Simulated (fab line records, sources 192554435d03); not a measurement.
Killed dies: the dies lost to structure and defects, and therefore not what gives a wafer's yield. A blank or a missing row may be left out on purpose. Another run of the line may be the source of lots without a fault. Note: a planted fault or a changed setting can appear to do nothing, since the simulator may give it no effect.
Struck lot and sound lot, side by side :: flow n5-finfet :: 14 steps out of a route of 1938
Sound: the wafers L683.2, L683.3, L683.4. Struck: wafers L687.1, L687.3, L687.4. At the end, the cause is stated.
Each step with rows lists, per side, the tool, then ch with its chambers, then its first start. Under that, the readings that differ: sound wafers :: struck wafers :: difference of the means :: sigmas: that difference in standard deviations of wafers without a fault.
alike: readings with means less than 2 such deviations apart, plus words and numbers identical on both sides. not compared: withheld readings, readings lacking a value on some wafer, bounds such as >300 that could conceal the same value, and numbers that have no deviation in the record and whose values overlap.
A row with sigmas, a row that says differs or no value, or rows on one side alone: a step with any of these is where the two part. Numbers that don't overlap but have no deviation are shown without sigmas and don't part them. Lack of a reading on every wafer of one side parts them only where that side has two or more wafers.

first, 1 step without rows for these wafers: N5_BEOL_M14_PRE_CLEAN_52 (time 15 s).
N5_BEOL_M14_DEP_53: deposits SiCN from 3MS/NH3, target thk 50 nm, time 17.8 s.
  sound on pecvd-02 ch 0,2, day 11 23:58; struck on pecvd-03 ch 1,2, day 12 23:18
  alike: showerhead-plenum-p-Torr, throttle-valve-pct
N5_BEOL_M14_RS_MEAS_54: the measuring method here is four-point-probe.
  sound: film-metro-02 at day 12 00:02; struck: film-metro-02 at day 12 23:22
  alike: M14_RS
N5_BEOL_M14_INSPECT_55: inspects for defects (darkfield).
  sound: defect-inspect-01 at day 12 00:04; struck: defect-inspect-01 at day 12 23:23
  alike: raw-defect-count
N5_BEOL_M15_ILD_DEP_00: deposits SiO2 from TEOS/O2, target thk 1629.3 nm, time 346.1 s.
  sound on pecvd-01 ch 0,2, day 12 00:06; struck on pecvd-02 ch 1,2, day 12 23:26
  alike: heater-power-w, showerhead-plenum-p-Torr, throttle-valve-pct
N5_BEOL_M15_THK_MEAS_01:
  sound: film-metro-01 at day 12 00:21; struck: film-metro-01 at day 12 23:41
  alike: M15_ILD_THK
then, 6 steps without rows for these wafers: N5_BEOL_M15_COAT_58 (time 60 s, resist thk 89 nm); N5_BEOL_M15_COAT_04 (resist thk 800 nm); N5_BEOL_M15_EBR_06; N5_BEOL_M15_SOFTBAKE_05 (time 60 s); N5_BEOL_M15_EXPOSE_07 (exposes mask V14); N5_BEOL_M15_PEB_08 (peb time 90 s).
N5_BEOL_M15_DEVELOP_09: develop time 45 s.
  struck on litho-track-05, day 12 23:52; sound on litho-track-04 ch 0, day 12 00:40
  no value came back on the struck wafers for chill-plate-temp-C (C), develop-time-s (s); on the sound wafers chill-plate-temp-C (C) reads 22.85 22.85 22.93
reading: model.coat_of_BEOL_M15_COAT_04.thk-nm (nm)
sound: 784.4 785 785.2
struck: 806 805.2 807.2
difference: +21
sigmas: 
then, 1 step without rows for these wafers: N5_BEOL_M15_HARDBAKE_14 (time 120 s).

== WHERE THEY PART ==
N5_BEOL_M15_DEVELOP_09 only, going by this record.

WHY: the cause the simulator had injected
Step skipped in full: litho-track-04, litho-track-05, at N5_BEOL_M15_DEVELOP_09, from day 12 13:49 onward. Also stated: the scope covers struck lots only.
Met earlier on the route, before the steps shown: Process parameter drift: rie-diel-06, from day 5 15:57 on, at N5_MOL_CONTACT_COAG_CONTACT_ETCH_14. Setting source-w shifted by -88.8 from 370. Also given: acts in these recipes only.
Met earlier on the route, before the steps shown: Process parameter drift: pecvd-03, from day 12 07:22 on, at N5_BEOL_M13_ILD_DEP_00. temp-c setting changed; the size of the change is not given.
